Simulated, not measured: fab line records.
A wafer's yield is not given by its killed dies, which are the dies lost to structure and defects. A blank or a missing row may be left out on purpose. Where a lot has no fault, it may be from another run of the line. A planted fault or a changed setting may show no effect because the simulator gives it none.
fab line records	flow nandHarc
record lots=24	wafers=72	lastDay=34
route steps=1302 shown A_STAIRCASE@668
lots untouched by any fault: they come from a run of this same line in which no faults occurred
startH: the number of hours between the record's first day and the start of the first shown wafer of the lot	waitH: hours since the lot's step before	" the same as in the row above	L1.1+2: several wafers, shown together as one row	- either no value or no given start	* or withheld: withheld	< > ~ a bound
route shown NAME@n: names a module that has steps shown in the file, with the first one's number in the route	usual: mean/standard deviation taken from wafers without a fault	same: alike in all rows	chamber/n: place in a boat	sites: per-site readings	_std_site: the values' standard deviation	_edge_site: outer sites' mean less inner sites'	radiusMm: for every site, how far away it sits from the centre of the wafer	mask NAME#n: copy n	behind: the last tool/chamber to shape the wafer	hold: the reason the lot was held/the length of the hold in hours/how it ended	device: whichever transistor did not switch (one of n, p or np)	end of line: tests of these same wafers at the route's end	a step with no rows: only its recipe	killed: dies that structure and defects cost at the first sort, which is not the same as the wafer's yield	map: per-die view of a wafer (x killed, . not killed, _ where there is no die)
set.NAME: the setting as run; set.NAME@STEP: as run at that earlier step	model.NAME: the simulator's own value behind a step, which no gauge read
the route's steps for a sample of lots (tables are steps, rows are wafers)
services: when a tool's chamber went out of use (startH, in hours from the record's first day, below 0 if earlier), for how many hours, and the reason
## steps
# step NHARC_A_STAIRCASE_TRIM_12
# recipe timeS=211.2	o2FlowSccm=500	arFlowSccm=0	biasW=0	chemistry=O2
# usual drypumpMotorCurrentA=5.7/0.45	oesProductAu=1.000/0.0092	rfVppV=57.8/0.9	showerheadPlenumPTorr=3.54/0.18	throttleValvePct=17.036/0.0083
# same biasW=0
lot.wafer	tool	chamber	startH	waitH	drypumpMotorCurrentA	oesProductAu	rfHoursCounterH	rfVppV	showerheadPlenumPTorr	throttleValvePct
L074.4	rieDiel-11	3	352.65	0.1	5.2	1.001	32	57.6	3.76	17.036
L074.2	"	0	"	"	5.7	1.011	35	58.4	3.29	17.030
L074.5	"	3	"	"	5.2	1.000	-	59.7	3.76	17.026
L075.3	rieDiel-11	0	365.29	0.2	5.7	1.015	41	58.2	3.29	17.031
L075.2	"	2	"	"	5.8	1.004	31	58.5	3.73	17.018
L075.5	"	1	"	"	5.7	1.006	-	59.0	3.41	17.035
L076.4	rieDiel-13	0	383.26	0.1	6.1	1.010	8	58.1	3.52	17.040
L076.2	"	2	"	"	5.6	1.009	7	56.6	3.64	17.042
L076.1	"	3	"	"	6.4	1.019	8	56.9	3.30	17.044
L077.4	rieDiel-11	2	383.54	0.1	5.8	0.981	37	57.5	3.73	17.047
L077.2	"	0	"	"	5.7	1.002	49	56.7	3.28	17.040
L077.6	"	3	"	"	5.2	0.999	-	58.5	3.76	17.037
L078.3	rieDiel-11	3	394.93	0.1	5.2	1.003	48	57.3	3.75	17.041
L078.2	"	0	"	"	5.7	1.004	53	59.5	3.28	17.041
L078.6	"	1	"	"	5.7	1.006	-	54.7	3.41	17.037
L079.2	rieDiel-11	2	419.49	0.1	5.8	0.991	45	58.6	3.72	17.022
L079.4	"	3	"	"	5.2	1.007	53	58.4	3.75	17.041
L079.6	"	2	"	"	5.8	1.003	-	58.2	3.72	17.026
L080.3	rieDiel-11	1	419.68	0.1	5.7	1.000	53	56.1	3.41	17.031
L080.4	"	2	"	"	5.8	0.981	45	58.2	3.72	17.038
L080.6	"	1	"	"	5.7	1.001	-	57.3	3.41	17.044
L081.1	rieDiel-13	3	427.61	0.1	6.4	1.010	21	56.5	3.29	17.041
L081.5	"	2	"	"	5.6	1.009	-	57.5	3.63	17.043
L081.6	"	3	"	"	6.4	1.020	-	57.5	3.29	17.018
L082.2	rieDiel-04	1	435.53	0.1	5.0	1.004	22	57.7	3.64	17.054
L082.5	"	2	"	"	5.3	0.992	-	58.7	3.28	17.032
L082.6	"	3	"	"	5.2	0.989	-	57.0	3.33	17.040
L083.1	rieDiel-13	3	447.72	0.1	6.4	1.010	31	57.8	3.29	17.023
L083.4	"	3	"	"	6.4	1.008	-	57.4	3.29	17.043
L083.6	"	0	"	"	6.1	1.012	-	58.3	3.51	17.024
L084.4	rieDiel-13	2	458.08	0.1	5.6	1.003	39	55.2	3.62	17.044
L084.6	"	3	"	"	6.4	0.998	-	57.9	3.28	17.017
L084.5	"	0	"	"	6.1	0.994	-	57.4	3.51	17.016
L085.2	rieDiel-13	3	458.44	0.1	6.4	1.015	36	57.7	3.28	17.047
L085.3	"	1	"	"	5.1	0.983	26	57.7	3.76	17.041
L085.5	"	2	"	"	5.6	1.010	-	57.3	3.62	17.042
L087.3	rieDiel-04	1	472.55	0.1	5.0	1.012	38	59.1	3.63	17.047
L087.6	"	1	"	"	5.0	1.014	-	57.4	3.63	17.040
L087.5	"	2	"	"	5.3	0.994	-	56.5	3.28	17.028
L086.3	rieDiel-04	0	472.97	0.1	6.3	0.991	39	58.4	3.55	17.044
L086.2	"	2	"	"	5.3	0.995	30	57.2	3.28	17.040
L086.6	"	1	"	"	5.0	1.015	-	56.8	3.63	17.026
L088.3	rieDiel-04	3	496.07	0.1	5.2	1.000	44	57.4	3.32	17.045
L088.4	"	0	"	"	6.3	0.995	45	57.7	3.55	17.043
L088.6	"	2	"	"	5.3	0.982	-	58.3	3.27	17.019
L089.3	rieDiel-13	1	512.74	0.1	5.1	0.980	45	57.8	3.75	17.032
L089.2	"	3	"	"	6.4	1.003	55	56.7	3.27	17.038
L089.6	"	2	"	"	5.6	0.998	-	58.5	3.61	17.036
L090.1	rieDiel-13	1	512.90	0.2	5.1	0.990	45	59.0	3.75	17.045
L090.2	"	3	"	"	6.4	1.006	55	56.9	3.27	17.037
L090.6	"	1	"	"	5.1	0.993	-	58.0	3.75	17.030
L091.2	rieDiel-13	3	536.09	0.1	6.4	1.001	1	58.4	3.81	17.041
L091.3	"	0	"	"	6.1	1.011	2	58.6	3.49	17.045
L091.6	"	2	"	"	5.6	1.004	-	57.1	3.61	17.035
L092.1	rieDiel-11	2	536.26	0.1	5.8	0.995	35	57.9	3.70	17.048
L092.2	"	0	"	"	5.7	0.993	25	59.8	3.79	17.027
L092.6	"	1	"	"	5.7	1.007	-	58.3	3.38	17.036
L093.4	rieDiel-13	2	550.47	0.1	5.6	1.002	8	58.5	3.60	17.031
L093.2	"	3	"	"	6.4	0.990	7	59.3	3.80	17.036
L093.3	"	1	"	"	5.1	0.994	4	57.8	3.75	17.039
L094.1	rieDiel-04	1	579.47	0.1	5.0	1.004	9	58.4	3.61	17.031
L094.2	"	0	"	"	6.3	1.005	12	57.1	3.54	17.022
L094.5	"	1	"	"	5.0	1.004	-	57.9	3.61	17.019
L095.2	rieDiel-11	1	579.59	0.1	5.7	0.997	46	57.4	3.38	17.050
L095.1	"	2	"	"	5.8	0.987	52	58.7	3.69	17.041
L095.5	"	1	"	"	5.7	0.984	-	57.1	3.38	17.048
L096.1	rieDiel-04	0	586.24	0.1	6.3	0.998	14	57.6	3.54	17.035
L096.3	"	1	"	"	5.0	0.996	-	57.4	3.61	17.041
L096.4	"	0	"	"	6.3	0.994	-	57.5	3.54	17.037
L097.2	rieDiel-04	2	597.66	0.1	5.3	0.998	6	58.2	3.80	17.041
L097.5	"	2	"	"	5.3	0.992	-	58.5	3.80	17.040
L097.6	"	3	"	"	5.2	0.989	-	58.0	3.31	17.028
# step NHARC_A_STAIRCASE_ETCH_23
# recipe targetDepthA=1000	timeS=40.5	ionEnergyEv=400	c4f8FlowSccm=20	o2FlowSccm=10	arFlowSccm=withheld	rfW=600	biasW=1000	chemistry=C4F8/O2
# usual biasW=1000.1/2.9	oesProductAu=0.946/0.012	rfVppV=897/6.5
lot.wafer	tool	chamber	startH	waitH	biasW	oesProductAu	rfHoursCounterH	rfVppV
L074.4	rieDiel-13	0	-	-	995.6	0.947	0	897
L074.2	"	1	"	"	999.5	0.955	0	905
L074.5	"	3	"	"	995.8	0.962	-	887
L075.3	rieDiel-11	3	-	-	1001.0	0.951	39	904
L075.2	"	0	"	"	999.4	0.961	42	886
L075.5	"	0	"	"	999.9	0.958	-	886
L076.2	rieDiel-13	3	-	-	1003.5	0.951	9	887
L076.4	"	0	"	"	1005.8	0.963	9	895
L076.1	"	1	"	"	1001.9	0.951	7	905
L077.4	rieDiel-11	3	-	-	1001.0	0.944	46	904
L077.2	"	0	"	"	994.4	0.955	50	885
L077.6	"	2	"	"	996.2	0.957	-	904
L078.2	rieDiel-13	0	-	-	1001.9	0.961	12	896
L078.3	"	1	"	"	1004.8	0.949	12	904
L078.6	"	1	"	"	999.1	0.945	-	905
L079.2	rieDiel-04	0	-	-	1002.5	0.937	18	897
L079.4	"	2	"	"	999.7	0.956	16	886
L079.6	"	0	"	"	1001.0	0.942	-	898
L080.3	rieDiel-11	0	-	-	999.4	0.943	58	886
L080.4	"	2	"	"	1000.7	0.926	46	904
L080.6	"	3	"	"	1003.4	0.941	-	906
L081.1	rieDiel-04	2	-	-	1003.3	0.925	19	886
L081.6	"	2	"	"	995.8	0.923	-	886
L081.5	"	3	"	"	998.3	0.923	-	888
L082.2	rieDiel-04	2	-	-	1002.2	0.930	24	886
L082.5	"	0	"	"	1001.2	0.945	-	896
L082.6	"	1	"	"	1001.4	0.960	-	900
L083.1	rieDiel-13	3	-	-	999.2	0.955	32	887
L083.6	"	2	"	"	1004.4	0.951	-	900
L083.4	"	3	"	"	1002.1	0.950	-	888
L084.4	rieDiel-11	0	-	-	1004.3	0.950	9	906
L084.6	"	0	"	"	996.6	0.959	-	905
L084.5	"	1	"	"	999.0	0.959	-	890
L085.3	rieDiel-04	3	-	-	1001.2	0.941	35	889
L085.2	"	0	"	"	1001.6	0.936	36	898
L085.5	"	3	"	"	1001.8	0.946	-	888
L087.3	rieDiel-11	2	-	-	997.5	0.960	10	901
L087.5	"	2	"	"	993.6	0.962	-	903
L087.6	"	3	"	"	1001.7	0.925	-	903
L086.3	rieDiel-13	2	-	-	1007.3	0.957	46	898
L086.2	"	3	"	"	1000.2	0.975	44	888
L086.6	"	1	"	"	999.4	0.945	-	904
L088.3	rieDiel-13	0	-	-	994.8	0.959	52	896
L088.4	"	3	"	"	1000.3	0.961	50	886
L088.6	"	0	"	"	998.8	0.961	-	896
L089.3	rieDiel-13	3	-	-	1005.0	0.951	56	887
L089.2	"	2	"	"	999.0	0.949	60	901
L089.6	"	3	"	"	1005.0	0.938	-	887
L090.2	rieDiel-04	1	-	-	999.4	0.937	49	901
L090.1	"	0	"	"	1000.3	0.929	48	896
L090.6	"	2	"	"	995.9	0.943	-	886
L092.1	rieDiel-11	2	-	-	1004.1	0.925	36	904
L092.2	"	3	"	"	999.4	0.927	37	903
L092.6	"	0	"	"	996.6	0.940	-	905
L091.2	rieDiel-11	3	-	-	1000.7	0.933	38	903
L091.3	"	0	"	"	1001.4	0.949	27	905
L091.6	"	2	"	"	1002.1	0.932	-	901
L093.2	rieDiel-13	3	-	-	1005.1	0.939	8	905
L093.4	"	0	"	"	999.6	0.956	9	894
L093.3	"	1	"	"	998.3	0.948	4	902
L095.2	rieDiel-11	2	-	-	996.4	0.952	52	904
L095.1	"	1	"	"	1003.3	0.949	47	890
L095.5	"	2	"	"	997.6	0.949	-	903
L094.2	rieDiel-04	1	-	-	1000.3	0.946	10	899
L094.1	"	0	"	"	1000.0	0.942	13	898
L094.5	"	0	"	"	1001.2	0.944	-	897
L096.1	rieDiel-11	1	-	-	996.7	0.935	49	891
L096.4	"	3	"	"	996.1	0.934	56	903
L096.3	"	0	"	"	999.0	0.953	41	905
L097.2	rieDiel-04	0	-	-	998.1	0.928	19	896
L097.6	"	0	"	"	997.8	0.938	-	895
L097.5	"	1	"	"	996.4	0.938	-	900
# step NHARC_A_STAIRCASE_ETCH_27
# recipe targetDepthA=1000	timeS=40.5	ionEnergyEv=400	c4f8FlowSccm=20	o2FlowSccm=10	arFlowSccm=withheld	rfW=600	biasW=1000	chemistry=C4F8/O2
# usual biasW=1000/3.1	oesProductAu=0.944/0.01	rfVppV=897/6.7
lot.wafer	tool	chamber	startH	waitH	biasW	oesProductAu	rfHoursCounterH	rfVppV
L074.2	rieDiel-13	1	-	-	1002	0.963	0	904
L074.4	"	2	"	"	1005	0.949	0	901
L074.5	"	0	"	"	998	0.959	-	896
L075.3	rieDiel-11	0	-	-	1006	0.941	42	886
L075.2	"	1	"	"	1001	0.932	38	893
L075.5	"	3	"	"	999	0.958	-	904
L076.2	rieDiel-13	2	-	-	1001	0.955	8	900
L076.1	"	3	"	"	1004	0.963	9	885
L076.4	"	1	"	"	992	0.953	8	905
L077.4	rieDiel-11	0	-	-	999	0.948	50	887
L077.2	"	3	"	"	997	0.951	46	903
L077.6	"	0	"	"	1001	0.952	-	885
L078.3	rieDiel-13	0	-	-	1001	0.954	12	895
L078.2	"	3	"	"	1002	0.952	12	887
L078.6	"	1	"	"	1003	0.929	-	904
L079.4	rieDiel-04	1	-	-	999	0.948	17	899
L079.2	"	0	"	"	1002	0.934	18	899
L079.6	"	2	"	"	1000	0.946	-	887
L080.4	rieDiel-11	0	-	-	995	0.942	59	887
L080.3	"	3	"	"	1001	0.933	54	905
L080.6	"	0	"	"	993	0.954	-	887
L081.1	rieDiel-04	1	-	-	1001	0.944	21	900
L081.6	"	3	"	"	1003	0.936	-	888
L081.5	"	0	"	"	1003	0.931	-	898
L082.2	rieDiel-04	2	-	-	1002	0.943	24	885
L082.6	"	3	"	"	996	0.916	-	890
L082.5	"	0	"	"	994	0.940	-	896
L083.1	rieDiel-13	0	-	-	995	0.944	35	894
L083.4	"	2	"	"	999	0.950	-	900
L083.6	"	3	"	"	1003	0.956	-	887
L084.4	rieDiel-11	1	-	-	1000	0.943	9	891
L084.5	"	2	"	"	1000	0.952	-	904
L084.6	"	3	"	"	1001	0.928	-	903
L085.3	rieDiel-04	1	-	-	999	0.961	34	899
L085.2	"	2	"	"	1002	0.948	25	886
L085.5	"	1	"	"	1000	0.967	-	900
L087.3	rieDiel-11	2	-	-	1001	0.947	10	901
L087.6	"	0	"	"	997	0.947	-	905
L087.5	"	1	"	"	992	0.938	-	891
L086.2	rieDiel-13	1	-	-	998	0.940	35	903
L086.3	"	3	"	"	1000	0.953	44	886
L086.6	"	1	"	"	996	0.928	-	904
L088.3	rieDiel-13	2	-	-	995	0.955	54	900
L088.4	"	1	"	"	998	0.928	40	904
L088.6	"	3	"	"	997	0.952	-	887
L089.3	rieDiel-13	3	-	-	1000	0.952	56	886
L089.2	"	0	"	"	1000	0.953	57	895
L089.6	"	0	"	"	1004	0.939	-	895
L090.2	rieDiel-04	2	-	-	1004	0.942	40	887
L090.1	"	0	"	"	1002	0.944	48	896
L090.6	"	2	"	"	997	0.947	-	886
L092.1	rieDiel-11	2	-	-	999	0.932	36	902
L092.2	"	3	"	"	1000	0.930	38	904
L092.6	"	0	"	"	996	0.934	-	906
L091.3	rieDiel-11	3	-	-	993	0.934	38	904
L091.2	"	0	"	"	999	0.937	27	905
L091.6	"	3	"	"	998	0.930	-	903
L093.3	rieDiel-13	1	-	-	996	0.943	4	903
L093.2	"	2	"	"	1000	0.948	8	899
L093.4	"	3	"	"	1004	0.955	8	906
L095.2	rieDiel-11	1	-	-	999	0.938	47	890
L095.1	"	2	"	"	1000	0.963	52	901
L095.5	"	1	"	"	999	0.943	-	890
L094.2	rieDiel-04	0	-	-	1000	0.935	13	897
L094.1	"	1	"	"	1005	0.949	10	898
L094.5	"	1	"	"	995	0.941	-	900
L096.3	rieDiel-11	2	-	-	1000	0.924	55	902
L096.1	"	3	"	"	1001	0.939	57	902
L096.4	"	1	"	"	999	0.920	49	891
L097.2	rieDiel-04	2	-	-	1002	0.952	7	906
L097.6	"	0	"	"	1000	0.928	-	897
L097.5	"	1	"	"	1001	0.946	-	899
# step NHARC_A_STAIRCASE_ETCH_188
# recipe targetDepthA=1000	timeS=40.5	ionEnergyEv=400	c4f8FlowSccm=20	o2FlowSccm=10	arFlowSccm=withheld	rfW=600	biasW=1000	chemistry=C4F8/O2
# usual biasW=999.6/2.9	oesProductAu=0.938/0.014	rfVppV=898/6.4
lot.wafer	tool	chamber	startH	waitH	biasW	oesProductAu	rfHoursCounterH	rfVppV
L074.4	rieDiel-11	2	-	-	998.8	0.921	24	903
L074.2	"	3	"	"	997.5	0.934	34	905
L074.5	"	2	"	"	1001.6	0.924	-	902
L075.3	rieDiel-13	3	-	-	1005.6	0.971	6	886
L075.2	"	0	"	"	1004.1	0.963	6	895
L075.5	"	1	"	"	1004.4	0.942	-	905
L076.2	rieDiel-11	3	-	-	997.6	0.957	46	903
L076.1	"	0	"	"	996.7	0.945	50	887
L076.4	"	1	"	"	996.6	0.943	46	893
L077.2	rieDiel-04	2	-	-	1000.4	0.939	6	888
L077.4	"	3	"	"	1006.7	0.944	5	888
L077.6	"	2	"	"	1000.7	0.939	-	888
L078.3	rieDiel-11	0	-	-	1000.2	0.946	53	886
L078.2	"	1	"	"	1003.1	0.940	49	892
L078.6	"	2	"	"	998.7	0.947	-	901
L079.2	rieDiel-13	3	-	-	996.3	0.936	20	887
L079.4	"	3	"	"	992.3	0.951	-	887
L079.6	"	0	"	"	997.6	0.959	-	896
L080.4	rieDiel-04	2	-	-	998.7	0.948	17	886
L080.3	"	3	"	"	998.6	0.950	19	891
L080.6	"	3	"	"	997.9	0.940	-	888
L081.1	rieDiel-11	3	-	-	995.8	0.961	57	902
L081.5	"	3	"	"	998.6	0.961	-	903
L081.6	"	0	"	"	999.1	0.952	-	888
L082.2	rieDiel-04	2	-	-	998.1	0.909	24	886
L082.5	"	1	"	"	1002.2	0.929	-	899
L082.6	"	2	"	"	1001.1	0.917	-	887
L083.1	rieDiel-11	0	-	-	1001.4	0.958	6	906
L083.4	"	1	"	"	995.8	0.960	6	890
L083.6	"	3	"	"	998.0	0.931	-	905
L084.4	rieDiel-13	2	-	-	996.6	0.957	40	900
L084.6	"	3	"	"	997.6	0.960	-	885
L084.5	"	0	"	"	997.8	0.952	-	897
L085.2	rieDiel-13	1	-	-	994.8	0.916	27	904
L085.3	"	3	"	"	1000.4	0.926	38	887
L085.5	"	0	"	"	999.3	0.940	-	896
L087.3	rieDiel-11	1	-	-	996.5	0.951	12	892
L087.6	"	3	"	"	1000.3	0.918	-	903
L087.5	"	0	"	"	997.0	0.944	-	904
L086.3	rieDiel-13	2	-	-	997.4	0.921	46	899
L086.2	"	3	"	"	998.7	0.934	44	887
L086.6	"	1	"	"	1000.8	0.915	-	904
L088.3	rieDiel-11	3	-	-	1003.2	0.940	18	903
L088.4	"	1	"	"	1002.4	0.943	-	891
L088.6	"	2	"	"	1003.7	0.942	-	902
L089.2	rieDiel-11	0	-	-	1000.2	0.926	18	905
L089.3	"	2	"	"	996.7	0.927	25	903
L089.6	"	0	"	"	998.9	0.925	-	905
L090.1	rieDiel-13	3	-	-	1000.6	0.964	56	887
L090.2	"	0	"	"	996.4	0.960	57	895
L090.6	"	2	"	"	1000.5	0.936	-	900
L092.2	rieDiel-11	1	-	-	1005.5	0.911	38	890
L092.1	"	3	"	"	995.7	0.915	42	902
L092.6	"	0	"	"	1004.7	0.918	-	905
L091.2	rieDiel-11	2	-	-	1001.2	0.928	41	902
L091.3	"	0	"	"	1004.7	0.913	29	906
L091.6	"	3	"	"	996.8	0.914	-	903
L093.4	rieDiel-11	1	-	-	1000.0	0.942	42	891
L093.3	"	3	"	"	998.7	0.939	46	904
L093.2	"	0	"	"	1001.2	0.945	33	906
L095.2	rieDiel-13	0	-	-	994.0	0.937	13	893
L095.1	"	2	"	"	997.0	0.927	13	900
L095.5	"	0	"	"	998.5	0.928	-	895
L094.2	rieDiel-04	0	-	-	1000.3	0.929	14	897
L094.1	"	1	"	"	995.3	0.927	11	898
L094.5	"	1	"	"	998.9	0.939	-	899
L096.4	rieDiel-11	3	-	-	1002.4	0.921	57	902
L096.3	"	0	"	"	1000.1	0.939	42	904
L096.1	"	2	"	"	1000.6	0.957	55	901
L097.2	rieDiel-11	2	-	-	1000.1	0.951	59	901
L097.5	"	1	"	"	994.7	0.947	-	893
L097.6	"	2	"	"	1001.2	0.952	-	902
# step NHARC_A_STAIRCASE_ETCH_190
# recipe targetDepthA=1000	timeS=40.5	ionEnergyEv=400	c4f8FlowSccm=20	o2FlowSccm=10	arFlowSccm=withheld	rfW=600	biasW=1000	chemistry=C4F8/O2
# usual biasW=999.9/3	oesProductAu=0.942/0.011	rfVppV=897/6.5
lot.wafer	tool	chamber	startH	waitH	biasW	oesProductAu	rfHoursCounterH	rfVppV
L074.2	rieDiel-11	2	-	-	999.5	0.937	24	904
L074.4	"	0	"	"	1000.1	0.943	37	887
L074.5	"	1	"	"	997.0	0.934	-	891
L075.3	rieDiel-13	0	-	-	1001.8	0.954	6	895
L075.2	"	1	"	"	1001.0	0.954	4	904
L075.5	"	0	"	"	1001.7	0.950	-	898
L076.2	rieDiel-11	0	-	-	995.7	0.941	50	887
L076.4	"	1	"	"	1002.5	0.937	46	893
L076.1	"	3	"	"	1000.0	0.957	46	903
L077.2	rieDiel-04	2	-	-	1001.5	0.949	6	888
L077.4	"	0	"	"	1000.8	0.918	5	898
L077.6	"	1	"	"	1002.0	0.943	-	900
L078.2	rieDiel-11	3	-	-	1003.6	0.954	49	905
L078.3	"	0	"	"	994.6	0.943	53	887
L078.6	"	3	"	"	999.1	0.953	-	905
L079.2	rieDiel-13	0	-	-	997.7	0.961	22	895
L079.6	"	3	"	"	995.5	0.943	-	888
L079.4	"	0	"	"	997.5	0.957	-	895
L080.3	rieDiel-04	3	-	-	1001.5	0.948	19	889
L080.4	"	0	"	"	997.9	0.932	20	897
L080.6	"	3	"	"	1001.7	0.940	-	889
L081.1	rieDiel-11	3	-	-	1002.3	0.959	57	905
L081.6	"	1	"	"	1002.9	0.939	-	891
L081.5	"	2	"	"	1002.6	0.933	-	902
L082.2	rieDiel-04	3	-	-	998.6	0.933	27	888
L082.6	"	2	"	"	1003.7	0.927	-	888
L082.5	"	3	"	"	1001.6	0.934	-	889
L083.4	rieDiel-11	0	-	-	1003.0	0.940	6	906
L083.1	"	1	"	"	996.1	0.951	6	891
L083.6	"	0	"	"	1000.7	0.956	-	906
L084.4	rieDiel-13	3	-	-	999.4	0.951	38	886
L084.5	"	0	"	"	999.0	0.945	-	895
L084.6	"	1	"	"	996.6	0.940	-	905
L085.2	rieDiel-13	3	-	-	1004.2	0.946	38	888
L085.3	"	0	"	"	1001.7	0.951	40	895
L085.5	"	3	"	"	999.5	0.949	-	887
L087.3	rieDiel-11	3	-	-	997.0	0.924	11	903
L087.5	"	1	"	"	1003.5	0.947	-	891
L087.6	"	2	"	"	1000.1	0.938	-	903
L086.3	rieDiel-13	2	-	-	997.9	0.935	46	899
L086.2	"	0	"	"	1001.7	0.933	47	896
L086.6	"	2	"	"	1011.3	0.940	-	898
L088.3	rieDiel-11	2	-	-	1001.0	0.950	16	903
L088.6	"	2	"	"	997.2	0.938	-	904
L088.4	"	3	"	"	998.1	0.930	-	903
L089.3	rieDiel-11	0	-	-	1003.5	0.933	18	906
L089.2	"	3	"	"	995.8	0.928	26	903
L089.6	"	1	"	"	995.8	0.925	-	891
L090.1	rieDiel-13	2	-	-	998.2	0.968	60	898
L090.2	"	3	"	"	1002.0	0.958	56	888
L090.6	"	1	"	"	999.4	0.933	-	904
L092.2	rieDiel-11	0	-	-	997.3	0.929	30	905
L092.1	"	2	"	"	1001.8	0.945	41	901
L092.6	"	0	"	"	996.1	0.930	-	904
L091.2	rieDiel-11	1	-	-	999.8	0.915	38	889
L091.3	"	2	"	"	996.9	0.928	41	901
L091.6	"	1	"	"	1000.1	0.929	-	891
L093.2	rieDiel-11	0	-	-	1001.9	0.932	33	905
L093.3	"	1	"	"	998.4	0.947	42	891
L093.4	"	2	"	"	1000.4	0.960	44	901
L095.1	rieDiel-13	2	-	-	1002.6	0.943	13	899
L095.2	"	3	"	"	995.7	0.944	12	905
L095.5	"	3	"	"	1000.8	0.942	-	906
L094.2	rieDiel-04	1	-	-	996.6	0.940	11	900
L094.1	"	0	"	"	1001.1	0.938	14	896
L094.5	"	0	"	"	1000.6	0.941	-	896
L096.3	rieDiel-11	2	-	-	1001.8	0.947	55	902
L096.4	"	0	"	"	997.6	0.948	42	904
L096.1	"	1	"	"	1006.6	0.941	50	890
L097.2	rieDiel-11	3	-	-	998.7	0.940	61	905
L097.6	"	2	"	"	996.1	0.941	-	901
L097.5	"	3	"	"	992.9	0.937	-	903
# step NHARC_A_STAIRCASE_ETCH_203
# recipe targetDepthA=1000	timeS=40.5	ionEnergyEv=400	c4f8FlowSccm=20	o2FlowSccm=10	arFlowSccm=withheld	rfW=600	biasW=1000	chemistry=C4F8/O2
# usual biasW=1000.5/2.8	oesProductAu=0.940/0.01	rfVppV=897/6.4
lot.wafer	tool	chamber	startH	waitH	biasW	oesProductAu	rfHoursCounterH	rfVppV
L074.2	rieDiel-11	0	-	-	1002.2	0.957	37	886
L074.4	"	1	"	"	996.5	0.931	31	891
L074.5	"	3	"	"	1000.2	0.951	-	905
L075.3	rieDiel-13	1	-	-	1004.7	0.943	5	905
L075.2	"	3	"	"	1000.6	0.962	7	888
L075.5	"	0	"	"	997.9	0.929	-	896
L076.1	rieDiel-13	1	-	-	996.2	0.947	8	905
L076.2	"	2	"	"	997.7	0.951	8	900
L076.4	"	3	"	"	1002.6	0.954	10	887
L077.2	rieDiel-11	2	-	-	1000.3	0.927	39	902
L077.4	"	3	"	"	995.0	0.939	47	903
L077.6	"	2	"	"	1003.5	0.942	-	902
L078.2	rieDiel-04	0	-	-	999.3	0.932	10	896
L078.3	"	1	"	"	1003.2	0.950	10	901
L078.6	"	0	"	"	998.9	0.939	-	897
L080.3	rieDiel-04	0	-	-	1001.7	0.939	20	897
L080.4	"	1	"	"	1004.0	0.944	18	899
L080.6	"	2	"	"	1007.2	0.930	-	888
L079.2	rieDiel-13	0	-	-	999.4	0.925	23	896
L079.6	"	3	"	"	996.9	0.931	-	887
L079.4	"	2	"	"	999.2	0.938	-	900
L081.1	rieDiel-04	1	-	-	1003.9	0.949	22	900
L081.6	"	2	"	"	1002.7	0.932	-	887
L081.5	"	3	"	"	1001.8	0.928	-	888
L082.2	rieDiel-04	2	-	-	999.8	0.943	25	886
L082.5	"	2	"	"	1000.6	0.944	-	887
L082.6	"	3	"	"	1000.9	0.942	-	888
L083.4	rieDiel-11	3	-	-	1004.1	0.940	5	904
L083.1	"	0	"	"	1002.7	0.944	7	906
L083.6	"	3	"	"	999.5	0.932	-	902
L084.4	rieDiel-13	2	-	-	1005.5	0.948	41	900
L084.5	"	1	"	"	999.6	0.925	-	905
L084.6	"	2	"	"	1005.6	0.944	-	899
L085.3	rieDiel-13	3	-	-	997.0	0.955	39	887
L085.2	"	2	"	"	999.8	0.930	41	900
L085.5	"	0	"	"	1002.4	0.956	-	895
L087.3	rieDiel-11	0	-	-	1001.8	0.961	13	905
L087.5	"	1	"	"	998.4	0.946	-	891
L087.6	"	2	"	"	1005.8	0.929	-	901
L086.3	rieDiel-13	1	-	-	1005.9	0.932	37	904
L086.2	"	3	"	"	998.9	0.959	45	886
L086.6	"	1	"	"	1003.1	0.928	-	904
L088.4	rieDiel-13	3	-	-	997.3	0.949	51	887
L088.3	"	0	"	"	999.9	0.942	53	897
L088.6	"	1	"	"	1000.4	0.931	-	904
L089.3	rieDiel-11	2	-	-	1001.0	0.940	25	903
L089.2	"	3	"	"	998.4	0.945	27	903
L089.6	"	1	"	"	996.8	0.938	-	892
L090.1	rieDiel-13	3	-	-	1001.9	0.942	58	887
L090.2	"	0	"	"	1004.6	0.928	58	894
L090.6	"	0	"	"	998.9	0.934	-	895
L092.1	rieDiel-11	0	-	-	998.6	0.928	31	905
L092.2	"	1	"	"	994.1	0.935	40	890
L092.6	"	2	"	"	996.9	0.940	-	903
L091.3	rieDiel-04	0	-	-	997.6	0.950	1	896
L091.2	"	3	"	"	998.4	0.938	1	889
L091.6	"	0	"	"	998.5	0.950	-	897
L093.2	rieDiel-13	1	-	-	1002.4	0.938	5	904
L093.3	"	2	"	"	1001.0	0.941	9	900
L093.4	"	3	"	"	999.0	0.926	9	904
L095.1	rieDiel-11	0	-	-	997.0	0.931	41	905
L095.2	"	2	"	"	999.0	0.928	54	901
L095.5	"	0	"	"	995.8	0.942	-	905
L094.2	rieDiel-13	3	-	-	999.8	0.951	13	905
L094.1	"	1	"	"	1001.2	0.930	10	905
L094.5	"	0	"	"	997.3	0.948	-	895
L096.4	rieDiel-04	0	-	-	993.5	0.946	17	896
L096.3	"	1	"	"	998.8	0.952	14	898
L096.1	"	2	"	"	998.6	0.932	5	906
L097.2	rieDiel-04	0	-	-	1001.8	0.928	21	896
L097.6	"	3	"	"	1004.8	0.932	-	888
L097.5	"	0	"	"	1003.3	0.939	-	896
## services
tool	chamber	startH	hours	kind
rieDiel-11	2	330.27	9.3	repair
rieDiel-11	0	339.50	-	clean
rieDiel-11	1	339.50	-	clean
rieDiel-13	-	343.90	9.0	pm
rieDiel-04	1	349.22	6.3	repair
rieDiel-11	3	350.03	1.3	repair
rieDiel-04	-	354.97	9.0	pm
rieDiel-13	-	355.01	1.5	repair
rieDiel-04	-	369.12	1.9	repair
rieDiel-11	2	379.99	2.8	repair
rieDiel-13	1	414.03	36.9	repair
rieDiel-11	-	434.00	9.0	pm
rieDiel-04	2	445.31	14.7	repair
rieDiel-04	-	498.30	12.0	repair
rieDiel-13	-	522.82	9.0	pm
rieDiel-04	-	534.05	9.0	pm
rieDiel-13	1	538.03	7.8	repair
rieDiel-11	1	555.45	7.7	repair
rieDiel-11	0	560.67	3.8	repair
rieDiel-13	0	570.96	3.7	repair
rieDiel-13	1	575.54	1.8	repair
rieDiel-04	2	576.56	16.1	repair
rieDiel-04	3	579.03	10.9	repair
rieDiel-13	0	597.85	3.2	repair
## key
fault none
